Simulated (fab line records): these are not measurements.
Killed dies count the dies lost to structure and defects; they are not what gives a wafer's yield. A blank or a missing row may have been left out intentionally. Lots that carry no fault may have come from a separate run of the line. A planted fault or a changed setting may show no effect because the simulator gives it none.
Chamber matching    flow nand_harc    NHARC_A_M1_CMP_23 on cmp-03: 4 sister chambers
The step polishes, t overpolish 20 s, target thk 154.34 nm. 4 wafers are shown with their chamber, then 9 later ones without.

WAFERS WITH THEIR CHAMBER
wafer   chamber  motor_current_A (A)
L089.5  2        11.6
L091.2  1        12.3
L091.3  3        11.2
L091.4  0        9.8

WAFERS WITHOUT THEIR CHAMBER
wafer   motor_current_A (A)
L093.2  12.2
L093.3  9.6
L093.6  9.7
L092.2  11.7
L092.5  12.0
L092.6  12.0
L095.1  10.0
L095.2  11.7
L095.4  11.9

WHICH CHAMBER EACH ONE RAN IN
wafer    from the rows above            in truth
L093.2   1                              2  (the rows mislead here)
L093.3   0                              0
L093.6   0                              0
L092.2   can't be placed: 2 or 3        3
L092.5   can't be placed: 1 or 2        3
L092.6   can't be placed: 1 or 2        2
L095.1   0                              0
L095.2   can't be placed: 2 or 3        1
L095.4   can't be placed: 2 or 1 or 3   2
Correctly placed: 3 of 9. Cannot be placed on the basis of these rows: 5; the candidates contain the true chamber in 3. Placed wrongly: 1.
How it was worked out, from the rows above alone: a wafer's distance from a chamber is the root of the sum, over the readings, of the square of ((its reading less the chamber's mean) divided by the reading's scatter). If the next closest chamber is less than 2 further off than the closest, the wafer can't be placed; otherwise it belongs to the closest. For every chamber, the mean is computed from those of its wafers that are shown. The scatter (one wafer shown for each chamber): square how far every hidden wafer sits from the nearest shown wafer, average those squares and take the square root.
